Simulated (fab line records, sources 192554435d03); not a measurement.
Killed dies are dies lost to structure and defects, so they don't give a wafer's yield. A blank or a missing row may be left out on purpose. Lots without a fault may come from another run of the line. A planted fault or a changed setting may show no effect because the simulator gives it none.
fab line records | flow n5_finfet
record lots=7 wafers=21
route steps=1938 shown BEOL_M2@890 BEOL_M3@958 BEOL_M4@1047 BEOL_M5@1160 BEOL_M6@1233
start_h: hours from the record's first day to the start of the lot's first wafer shown | wait_h: hours since the lot's step before | " the same as in the row above | L1.1+2: a row that stands for several wafers | - no value, or no start given | * or withheld: withheld | < > ~ a bound
route shown NAME@n: a module of which the file shows steps, and the number in the route of the first | usual: mean/standard deviation of fault-free wafers | same: alike in all rows | chamber/n: place in a boat | sites: the reading at each site | _std_site: their standard deviation | _edge_site: outer sites' mean less inner sites' | radius_mm: how far each site lies from the wafer's centre | mask NAME#n: copy n | behind: the tool/chamber that last shaped the wafer | hold: why the lot was held/for how many hours/how that ended | device: the transistor (n, p or np) that didn't switch | end of line: the same wafers' tests at the end of the route | a step without rows: its recipe alone | killed: dies lost to structure and defects at the first sort, not the wafer's yield | map: a wafer's dies, x killed, . not, _ none there
set.NAME: the setting as run; set.NAME@STEP: as run at that earlier step | model.NAME: the simulator's own value behind a step, which no gauge read
lots whose settings were changed on purpose; a table a step, a row a wafer
## steps
# step N5_BEOL_M2_TRENCH_ETCH_37
# recipe chemistry=C4F6/O2 target_depth_a=555.55 target=SiOC time_s=29.2 ion_energy_ev=250 pressure_mtorr=30 source_w=355 bias_w=185 Ar_flow_sccm=300 C4F6_flow_sccm=10 O2_flow_sccm=10
# usual rf_vpp_V=668/8.5
# columns lot.wafer tool chamber start_h wait_h set.bias_w rf_vpp_V
L074.3 rie_diel-01 0 - - 185 675
L074.5 " 3 " " 185 681
L074.6 " 2 " " 185 659
L076.1 rie_diel-06 0 - - 217.7 756
L076.3 " 1 " " 217.7 746
L076.5 " 3 " " 185 677
L080.1 rie_diel-05 3 - - 185 671
L080.3 " 1 " " 185 668
L080.4 " 0 " " 185 660
L083.1 rie_diel-01 3 - - 172.3 643
L083.4 " 0 " " 185 674
L083.5 " 2 " " 185 659
L087.1 rie_diel-01 0 - - 185 674
L087.5 " 2 " " 201.9 704
L087.6 " 3 " " 201.9 728
L090.1 rie_diel-06 2 - - 213 749
L090.5 " 1 " " 213 730
L090.6 " 2 " " 185 671
L093.2 rie_diel-01 1 - - 203.5 719
L093.4 " 2 " " 185 655
L093.6 " 1 " " 185 667
# step N5_BEOL_M3_COAT_68
# recipe resist=SiARC temp_c=220 time_s=60 spin_rpm=1500 resist_thk_nm=12
# columns lot.wafer tool chamber start_h wait_h set.spin_rpm model.SiARC_of_BEOL_M3_COAT_68.thk_nm
L074.3+5+6 litho_track-01 0 - - 1500 12
L076.1 litho_track-04 0 - - 1349 12.6
L076.3+5 " 0 " " 1500 12
L080.1+4 litho_track-03 0 - - 1500 12
L080.3 " 0 " " 1549 11.8
L083.1 litho_track-04 0 - - 1579 11.6
L083.4 " 0 " " 1500 12
L083.5 " 0 " " 1579 11.8
L087.1+5+6 litho_track-01 0 - - 1364 12.6
L090.1+5 litho_track-03 0 - - 1500 12
L090.6 " 0 " " 1637 11.6
L093.2+6 litho_track-03 0 - - 1500 12
L093.4 " 0 " " 1375 12.6
# step N5_BEOL_M3_EXPOSE_25
# recipe mask_id=V2 na=0.33 source_shape=quasar sigma_inner=0.2 sigma_outer=0.8 polarization=unpolarized defocus_nm=5 dose_mj=63
# columns lot.wafer tool chamber start_h wait_h mask set.dose_mj
L074.3+5+6 euv_scanner-02 0 140.33 - V2#0 63
L076.1+5 euv_scanner-01 0 163.08 - V2#0 58.6
L076.3 " 0 " " V2#0 63
L080.1+3 euv_scanner-01 0 191.94 - V2#0 59.11
L080.4 " 0 " " V2#0 63
L083.1+5 euv_scanner-02 0 212.61 - V2#0 65.76
L083.4 " 0 " " V2#0 63
L087.1+6 euv_scanner-02 0 225.22 - V2#0 63
L087.5 " 0 " " V2#0 58.98
L090.1+5+6 euv_scanner-01 0 251.06 - V2#0 63
L093.2+4+6 euv_scanner-02 0 256.83 - V2#0 63
# step N5_BEOL_M3_PEB_26
# recipe peb_temp_c=100 peb_time_s=60 resist=CAR-EUV
# step N5_BEOL_M3_DEVELOP_27
# recipe develop_time_s=30 developer=TMAH resist=CAR-EUV rinse_liquid=surfactant_rinse dry=air_spin dev_temp_c=23
# step N5_BEOL_M3_CD_MEAS_28
# recipe target_cd_nm=25.7 landing_energy_ev=500 detector=se_inlens target_cd_y_nm=23.3 polarity=opening
# usual cd_nm=25.69/0.28
# columns lot.wafer tool chamber start_h wait_h set.dose_mj@BEOL_M3_EXPOSE_25 cd_nm
L074.3 cd_sem-01 0 140.46 - 63 25.76
L074.5 " 0 " " 63 25.57
L074.6 " 0 " " 63 25.46
L076.1 cd_sem-03 0 163.22 - 58.6 24.91
L076.3 " 0 " " 63 25.74
L076.5 " 0 " " 58.6 24.69
L080.1 cd_sem-02 0 192.09 - 59.11 24.58
L080.3 " 0 " " 59.11 24.43
L080.4 " 0 " " 63 25.75
L083.1 cd_sem-01 0 212.76 - 65.76 26.22
L083.4 " 0 " " 63 25.52
L083.5 " 0 " " 65.76 26.34
L087.1 cd_sem-03 0 225.37 - 63 25.81
L087.5 " 0 " " 58.98 24.28
L087.6 " 0 " " 63 25.59
L090.1 cd_sem-03 0 251.20 - 63 25.46
L090.5 " 0 " " 63 25.70
L090.6 " 0 " " 63 25.75
L093.2 cd_sem-03 0 256.97 - 63 26.12
L093.4 " 0 " " 63 25.85
L093.6 " 0 " " 63 25.53
# step N5_BEOL_M3_ETCH_77
# recipe chemistry=N2/H2 target=underlayer target_depth_a=65 mask_material=CAR-EUV time_s=5.2 ion_energy_ev=200 pressure_mtorr=30 source_w=840 bias_w=150 n2_flow_sccm=200 h2_flow_sccm=200 ends=cleared
# columns lot.wafer tool chamber start_h wait_h set.h2_flow_sccm
L074.3+5+6 rie_diel-03 0,3,0 140.62 0.0 200
L076.1+3+5 rie_diel-02 2,3,2 163.38 0.0 200
L080.1+4 rie_diel-04 3,1 192.24 0.0 200
L080.3 " 0 " " 194.2
L083.1 rie_diel-04 1 213.20 0.0 200
L083.4+5 " 2,0 " " 211.1
L087.1+5+6 rie_diel-04 3,1,2 225.53 0.0 200
L090.1+5+6 rie_diel-04 2,2,3 251.43 0.0 203.9
L093.2 rie_diel-04 0 257.13 0.0 200
L093.4+6 " 2,3 " " 210.4
# step N5_BEOL_M3_ETCH_69
# recipe chemistry=CF4 target=SiARC target_depth_a=156 mask_material=CAR-EUV time_s=26 ion_energy_ev=80 pressure_mtorr=40 source_w=545 bias_w=36 Ar_flow_sccm=100 cf4_flow_sccm=100 ends=cleared
# columns lot.wafer tool chamber start_h wait_h set.spin_rpm@BEOL_M3_COAT_68 model.etch.depth_nm
L074.3+5+6 rie_diel-03 0,3,0 140.64 0.0 1500 12.03
L076.1 rie_diel-02 2 163.40 0.0 1349 12.59
L076.3 " 3 " " 1500 11.97
L076.5 " 2 " " 1500 11.94
L080.1 rie_diel-04 3 192.26 0.0 1500 11.99
L080.3 " 0 " " 1549 11.82
L080.4 " 1 " " 1500 12
L083.1 rie_diel-04 1 213.22 0.0 1579 11.69
L083.4 " 2 " " 1500 12.02
L083.5 " 0 " " 1579 11.71
L087.1 rie_diel-04 3 225.54 0.0 1364 12.61
L087.5 " 1 " " 1364 12.54
L087.6 " 2 " " 1364 12.58
L090.1 rie_diel-04 2 251.45 0.0 1500 12.04
L090.5 " 2 " " 1500 12.02
L090.6 " 3 " " 1637 11.52
L093.2 rie_diel-04 0 257.14 0.0 1500 11.99
L093.4 " 2 " " 1375 12.55
L093.6 " 3 " " 1500 11.98
# step N5_BEOL_M3_ALD_98
# recipe material=SiO2 target_thk_a=25 temp_c=100 ald_precursor_family=BDEAS ald_co_reactant=O2-plasma pulse_time_s=1 co_reactant_pulse_time_s=1 purge_time_s=2 co_reactant_purge_time_s=2 ald_cycles=17 pressure_torr=2
# step N5_BEOL_M3_ETCHBACK_99
# recipe chemistry=CHF3 target=SiO2 target_depth_a=50 time_s=10.4 source_w=215 bias_w=47 Ar_flow_sccm=200 CHF3_flow_sccm=12 ion_energy_ev=100 pressure_mtorr=30
# step N5_BEOL_M3_ETCH_70
# recipe chemistry=N2/H2 target=SOC target_depth_a=800 overetch_a=160 mask_material=SiARC temp_c=40 time_s=120 ion_energy_ev=200 pressure_mtorr=30 source_w=840 bias_w=150 n2_flow_sccm=200 h2_flow_sccm=200
# columns lot.wafer tool chamber start_h wait_h set.spin_rpm@BEOL_M3_COAT_68 model.SiARC_of_BEOL_M3_COAT_68.thk_nm
L074.3+5+6 rie_diel-03 1,1,0 142.14 0.0 1500 6.2
L076.1 rie_diel-02 0 174.45 0.0 1349 7.2
L076.3 " 2 " " 1500 6.2
L076.5 " 3 " " 1500 6
L080.1 rie_diel-02 0 195.10 0.0 1500 6.4
L080.3 " 3 " " 1549 5.8
L080.4 " 2 " " 1500 6.2
L083.1 rie_diel-02 2 219.35 0.0 1579 6
L083.4 " 3 " " 1500 6.2
L083.5 " 0 " " 1579 6.2
L087.1+5 rie_diel-02 3 237.70 0.0 1364 6.6
L087.6 " 2 " " 1364 7
L090.1 rie_diel-04 1 260.58 0.0 1500 6.4
L090.5 " 3 " " 1500 6.6
L090.6 " 2 " " 1637 6
L093.2+6 rie_diel-02 3 263.59 0.0 1500 6
L093.4 " 1 " " 1375 6.8
# step N5_BEOL_M4_COAT_67
# recipe resist=SOC temp_c=250 time_s=60 spin_rpm=1500 resist_thk_nm=60
# columns lot.wafer tool chamber start_h wait_h set.spin_rpm model.SOC_of_BEOL_M4_COAT_67.thk_nm
L074.3+6 litho_track-02 0 149.05 0.0 1500 60.2
L074.5 " 0 " " 1500 60
L076.1 litho_track-05 0 180.37 0.0 1500 60
L076.3 " 0 " " 1658 57
L076.5 " 0 " " 1500 60.2
L080.1+3+4 litho_track-02 0 201.41 0.0 1370 62.6
L083.1 litho_track-05 0 225.43 0.0 1500 59.8
L083.4+5 " 0 " " 1500 60
L087.1 litho_track-02 0 244.55 0.0 1433 61.6
L087.5 " 0 " " 1500 60
L087.6 " 0 " " 1433 61.4
L090.1 litho_track-02 0 267.51 0.0 1500 60
L090.5 " 0 " " 1570 58.8
L090.6 " 0 " " 1500 60.2
L093.2 litho_track-02 0 272.04 0.0 1636 57.2
L093.4 " 0 " " 1500 60
L093.6 " 0 " " 1636 57.4
# step N5_BEOL_M4_DESCUM_33
# recipe chemistry=O2 time_s=7 source_power_w=50 bias_power_w=20 pressure_mtorr=20 rf_frequency_hz=2.712e+07 temp_c=40 resist=CAR-EUV o2_flow_sccm=225
# columns lot.wafer tool chamber start_h wait_h set.time_s model.CAR-EUV_of_BEOL_M4_COAT_22.thk_nm
L074.3+5 rie_diel-01 0,3 149.52 0.1 7 26.2
L074.6 " 0 " " 7 26
L076.1+3 rie_diel-06 3,1 180.90 0.0 7 26.2
L076.5 " 0 " " 7.467 25.8
L080.1 rie_diel-05 3 201.82 0.0 7 26
L080.3+4 " 1 " " 6.065 26.6
L083.1 rie_diel-01 0 226.04 0.2 8.541 25.4
L083.4 " 2 " " 8.541 25.2
L083.5 " 1 " " 7 26.2
L087.1+5+6 rie_diel-05 2,0,3 245.00 0.1 7 26
L090.1+5 rie_diel-05 2 267.93 0.0 7 26
L090.6 " 1 " " 7 26.2
L093.2+4 rie_diel-06 1,0 272.44 0.0 7 26
L093.6 " 3 " " 5.501 26.8
# step N5_BEOL_M4_ETCH_77
# recipe chemistry=N2/H2 target=underlayer target_depth_a=65 mask_material=CAR-EUV time_s=5.2 ion_energy_ev=200 pressure_mtorr=30 source_w=840 bias_w=150 n2_flow_sccm=200 h2_flow_sccm=200 ends=cleared
# columns lot.wafer tool chamber start_h wait_h set.time_s@BEOL_M4_DESCUM_33 model.CAR-EUV_of_BEOL_M4_COAT_22.thk_nm
L074.3 rie_diel-01 0 149.56 0.0 7 20.6
L074.5+6 " 3,0 " " 7 20.4
L076.1+3 rie_diel-06 3,1 180.93 0.0 7 20.4
L076.5 " 0 " " 7.467 20.2
L080.1 rie_diel-05 3 201.85 0.0 7 20.4
L080.3 " 1 " " 6.065 21
L080.4 " 1 " " 6.065 20.8
L083.1 rie_diel-01 0 226.07 0.0 8.541 19.8
L083.4 " 2 " " 8.541 19.6
L083.5 " 1 " " 7 20.4
L087.1 rie_diel-05 2 245.04 0.0 7 20.4
L087.5+6 " 0,3 " " 7 20.2
L090.1+5+6 rie_diel-05 2,2,1 267.96 0.0 7 20.4
L093.2 rie_diel-06 1 272.48 0.0 7 20.2
L093.4 " 0 " " 7 20.4
L093.6 " 3 " " 5.501 21.2
# step N5_BEOL_M4_ETCH_69
# recipe chemistry=CF4 target=SiARC target_depth_a=156 mask_material=CAR-EUV time_s=26 ion_energy_ev=80 pressure_mtorr=40 source_w=545 bias_w=36 Ar_flow_sccm=100 cf4_flow_sccm=100 ends=cleared
# columns lot.wafer tool chamber start_h wait_h set.time_s@BEOL_M4_DESCUM_33 model.CAR-EUV_of_BEOL_M4_COAT_22.thk_nm
L074.3+5+6 rie_diel-01 0,3,0 149.58 0.0 7 11.2
L076.1+3 rie_diel-06 3,1 180.95 0.0 7 11.2
L076.5 " 0 " " 7.467 11
L080.1 rie_diel-05 3 201.87 0.0 7 11.2
L080.3 " 1 " " 6.065 11.6
L080.4 " 1 " " 6.065 11.8
L083.1 rie_diel-01 0 226.09 0.0 8.541 10.6
L083.4 " 2 " " 8.541 10.4
L083.5 " 1 " " 7 11.2
L087.1+6 rie_diel-05 2,3 245.06 0.0 7 11.2
L087.5 " 0 " " 7 11
L090.1+5+6 rie_diel-05 2,2,1 267.98 0.0 7 11.2
L093.2+4 rie_diel-06 1,0 272.50 0.0 7 11.2
L093.6 " 3 " " 5.501 12
# step N5_BEOL_M4_ALD_98
# recipe material=SiO2 target_thk_a=25 temp_c=100 ald_precursor_family=BDEAS ald_co_reactant=O2-plasma pulse_time_s=1 co_reactant_pulse_time_s=1 purge_time_s=2 co_reactant_purge_time_s=2 ald_cycles=17 pressure_torr=2
# step N5_BEOL_M4_ETCHBACK_99
# recipe chemistry=CHF3 target=SiO2 target_depth_a=50 time_s=10.4 source_w=215 bias_w=47 Ar_flow_sccm=200 CHF3_flow_sccm=12 ion_energy_ev=100 pressure_mtorr=30
# columns lot.wafer tool chamber start_h wait_h set.time_s@BEOL_M4_DESCUM_33 model.CAR-EUV_of_BEOL_M4_COAT_22.thk_nm
L074.3+5 rie_diel-01 3,1 154.34 4.6 7 10.6
L074.6 " 2 " " 7 10.4
L076.1+3 rie_diel-01 1,0 186.53 5.4 7 10.4
L076.5 " 1 " " 7.467 10.2
L080.1 rie_diel-01 0 210.08 7.9 7 10.4
L080.3+4 " 1,3 " " 6.065 11
L083.1 rie_diel-01 3 237.88 11.6 8.541 9.8
L083.4 " 1 " " 8.541 9.6
L083.5 " 1 " " 7 10.4
L087.1+5+6 rie_diel-05 3,3,0 245.69 0.5 7 10.4
L090.1+5 rie_diel-05 0,3 270.85 2.7 7 10.4
L090.6 " 2 " " 7 10.6
L093.2 rie_diel-05 0 275.56 1.7 7 10.4
L093.4 " 1 " " 7 10.6
L093.6 " 1 " " 5.501 11.2
# step N5_BEOL_M4_ETCH_70
# recipe chemistry=N2/H2 target=SOC target_depth_a=800 overetch_a=240 mask_material=SiARC temp_c=40 time_s=130 ion_energy_ev=200 pressure_mtorr=30 source_w=840 bias_w=150 n2_flow_sccm=200 h2_flow_sccm=200
# columns lot.wafer tool chamber start_h wait_h set.spin_rpm@BEOL_M4_COAT_67 model.etch.depth_nm
L074.3 rie_diel-01 3 154.38 0.0 1500 60.22
L074.5 " 1 " " 1500 59.97
L074.6 " 2 " " 1500 60.13
L076.1 rie_diel-01 1 186.56 0.0 1500 59.92
L076.3 " 0 " " 1658 56.92
L076.5 " 1 " " 1500 60.13
L080.1 rie_diel-01 0 210.12 0.0 1370 62.64
L080.3 " 1 " " 1370 62.67
L080.4 " 3 " " 1370 62.61
L083.1 rie_diel-01 3 237.92 0.0 1500 59.84
L083.4 " 1 " " 1500 59.98
L083.5 " 1 " " 1500 59.93
L087.1 rie_diel-05 3 245.72 0.0 1433 61.5
L087.5 " 3 " " 1500 60.07
L087.6 " 0 " " 1433 61.43
L090.1 rie_diel-05 0 270.89 0.0 1500 60.04
L090.5 " 3 " " 1570 58.71
L090.6 " 2 " " 1500 60.17
L093.2 rie_diel-05 0 275.60 0.0 1636 57.23
L093.4 " 1 " " 1500 59.97
L093.6 " 1 " " 1636 57.33
# step N5_BEOL_M4_STRIP_71
# recipe chemistry=N2/H2 temp_c=40 n2_flow_sccm=200 h2_flow_sccm=200 rf_frequency_hz=6e+07
# step N5_BEOL_M4_STRIP_78
# recipe chemistry=N2/H2 temp_c=40 n2_flow_sccm=200 h2_flow_sccm=200 rf_frequency_hz=6e+07
# step N5_BEOL_M4_VIA_ETCH_34
# recipe chemistry=C4F6/O2 target_depth_a=694 mask_material=SOC pressure_mtorr=15 ion_energy_ev=250 taper_deg=4 time_s=65.9 source_w=350 bias_w=170 Ar_flow_sccm=300 C4F6_flow_sccm=10 O2_flow_sccm=10
# columns lot.wafer tool chamber start_h wait_h set.spin_rpm@BEOL_M4_COAT_67 model.SOC_of_BEOL_M4_COAT_67.thk_nm
L074.3 rie_diel-01 3 154.48 0.0 1500 52.4
L074.5 " 1 " " 1500 52
L074.6 " 2 " " 1500 51.6
L076.1 rie_diel-01 1 186.67 0.0 1500 52
L076.3 " 0 " " 1658 48.6
L076.5 " 1 " " 1500 52.2
L080.1 rie_diel-01 0 210.23 0.0 1370 54.2
L080.3 " 1 " " 1370 54.6
L080.4 " 3 " " 1370 54.4
L083.1 rie_diel-01 3 238.02 0.0 1500 51.8
L083.4 " 1 " " 1500 52.2
L083.5 " 1 " " 1500 52
L087.1 rie_diel-05 3 245.83 0.0 1433 53.6
L087.5 " 3 " " 1500 52
L087.6 " 0 " " 1433 53.2
L090.1+6 rie_diel-05 0,2 270.99 0.0 1500 51.8
L090.5 " 3 " " 1570 50.8
L093.2 rie_diel-05 0 275.71 0.0 1636 49
L093.4 " 1 " " 1500 51.8
L093.6 " 1 " " 1636 49.2
# step N5_BEOL_M5_TRENCH_ETCH_37
# recipe chemistry=C4F6/O2 target_depth_a=716.52 target=SiCOH_lowk time_s=24.7 ion_energy_ev=250 pressure_mtorr=30 source_w=345 bias_w=185 Ar_flow_sccm=300 C4F6_flow_sccm=10 O2_flow_sccm=10
# usual rf_vpp_V=665/11
# columns lot.wafer tool chamber start_h wait_h set.bias_w rf_vpp_V
L074.3 rie_diel-03 0 - - 185 692
L074.5 " 1 " " 185 683
L074.6 " 0 " " 185 691
L076.1 rie_diel-04 0 - - 185 656
L076.3 " 1 " " 203.3 727
L076.5 " 1 " " 185 678
L080.1 rie_diel-02 0 - - 164.1 609
L080.3 " 3 " " 164.1 603
L080.4 " 0 " " 185 669
L083.1 rie_diel-04 2 - - 185 652
L083.4 " 0 " " 185 655
L083.5 " 3 " " 185 655
L087.1 rie_diel-02 3 - - 185 663
L087.5 " 0 " " 185 671
L087.6 " 1 " " 185 658
L090.1 rie_diel-03 0 - - 216.6 782
L090.5 " 0 " " 216.6 783
L090.6 " 1 " " 185 683
L093.2 rie_diel-03 3 - - 197.6 689
L093.4 " 1 " " 185 683
L093.6 " 2 " " 185 664
# step N5_BEOL_M6_ETCH_66
# recipe chemistry=N2/H2 target=SOC target_depth_a=800 overetch_a=160 mask_material=SiARC temp_c=40 time_s=120 ion_energy_ev=200 pressure_mtorr=30 source_w=840 bias_w=150 n2_flow_sccm=200 h2_flow_sccm=200
# usual rf_vpp_V=523.3/2.6
# columns lot.wafer tool chamber start_h wait_h set.bias_w rf_vpp_V model.SiARC_of_BEOL_M6_COAT_64.thk_nm
L074.3 rie_diel-05 0 179.04 0.0 150 521.8 6.4
L074.5 " 2 " " 150 524.8 6.6
L074.6 " 1 " " 150 523.8 6.6
L076.1 rie_diel-06 0 210.26 0.0 138.6 495.4 7
L076.3 " 3 " " 150 519.8 6.4
L076.5 " 1 " " 138.6 495.8 7
L080.1 rie_diel-06 2 233.45 0.0 167.5 566.2 5.4
L080.3 " 1 " " 167.5 559.6 5.4
L080.4 " 3 " " 150 520.6 6.4
L083.1 rie_diel-01 3 260.00 0.0 150 523.3 6.4
L083.4 " 1 " " 168.9 563.7 5.6
L083.5 " 1 " " 150 523.0 6.4
L087.1 rie_diel-06 1 266.43 0.0 150 521.3 6.4
L087.5 " 0 " " 150 523.5 6.2
L087.6 " 1 " " 150 520.0 6.4
L090.1 rie_diel-01 3 294.52 0.0 150 520.6 6.4
L090.5 " 3 " " 150 522.3 6.4
L090.6 " 2 " " 163.4 553.1 5.6
L093.2 rie_diel-01 3 303.16 0.0 174.4 575.9 5.2
L093.4 " 0 " " 174.4 572.1 5.2
L093.6 " 1 " " 150 522.8 6.4
## key
split step=N5_BEOL_M2_TRENCH_ETCH_37 setting=bias_w stated=185 by=wafer
response step=N5_BEOL_M2_TRENCH_ETCH_37 reading=rf_vpp_V change=+4.51 per=1% r=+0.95
split step=N5_BEOL_M3_COAT_68 setting=spin_rpm stated=1500 by=wafer
response step=N5_BEOL_M3_COAT_68 reading=model.SiARC_of_BEOL_M3_COAT_68.thk_nm change=-0.0578 per=1% r=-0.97
response step=N5_BEOL_M3_ETCH_69 reading=model.etch.depth_nm change=-0.0616 per=1% r=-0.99
response step=N5_BEOL_M3_ETCH_70 reading=model.SiARC_of_BEOL_M3_COAT_68.thk_nm change=-0.0836 per=1% r=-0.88
split step=N5_BEOL_M3_EXPOSE_25 setting=dose_mj stated=63 by=wafer
response step=N5_BEOL_M3_CD_MEAS_28 reading=cd_nm change=+0.181 per=1% r=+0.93
split step=N5_BEOL_M3_ETCH_77 setting=h2_flow_sccm stated=200 by=wafer
response none clear
split step=N5_BEOL_M4_COAT_67 setting=spin_rpm stated=1500 by=wafer
response step=N5_BEOL_M4_COAT_67 reading=model.SOC_of_BEOL_M4_COAT_67.thk_nm change=-0.298 per=1% r=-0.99
response step=N5_BEOL_M4_ETCH_70 reading=model.etch.depth_nm change=-0.297 per=1% r=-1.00
response step=N5_BEOL_M4_VIA_ETCH_34 reading=model.SOC_of_BEOL_M4_COAT_67.thk_nm change=-0.308 per=1% r=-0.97
split step=N5_BEOL_M4_DESCUM_33 setting=time_s stated=7 by=wafer
response step=N5_BEOL_M4_DESCUM_33 reading=model.CAR-EUV_of_BEOL_M4_COAT_22.thk_nm change=-0.0408 per=1% r=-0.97
response step=N5_BEOL_M4_ETCH_77 reading=model.CAR-EUV_of_BEOL_M4_COAT_22.thk_nm change=-0.0366 per=1% r=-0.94
response step=N5_BEOL_M4_ETCH_69 reading=model.CAR-EUV_of_BEOL_M4_COAT_22.thk_nm change=-0.0348 per=1% r=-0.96
response step=N5_BEOL_M4_ETCHBACK_99 reading=model.CAR-EUV_of_BEOL_M4_COAT_22.thk_nm change=-0.0341 per=1% r=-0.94
split step=N5_BEOL_M5_TRENCH_ETCH_37 setting=bias_w stated=185 by=wafer
response step=N5_BEOL_M5_TRENCH_ETCH_37 reading=rf_vpp_V change=+5.49 per=1% r=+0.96
split step=N5_BEOL_M6_ETCH_66 setting=bias_w stated=150 by=wafer
response step=N5_BEOL_M6_ETCH_66 reading=rf_vpp_V change=+3.3 per=1% r=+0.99
response step=N5_BEOL_M6_ETCH_66 reading=model.SiARC_of_BEOL_M6_COAT_64.thk_nm change=-0.076 per=1% r=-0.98
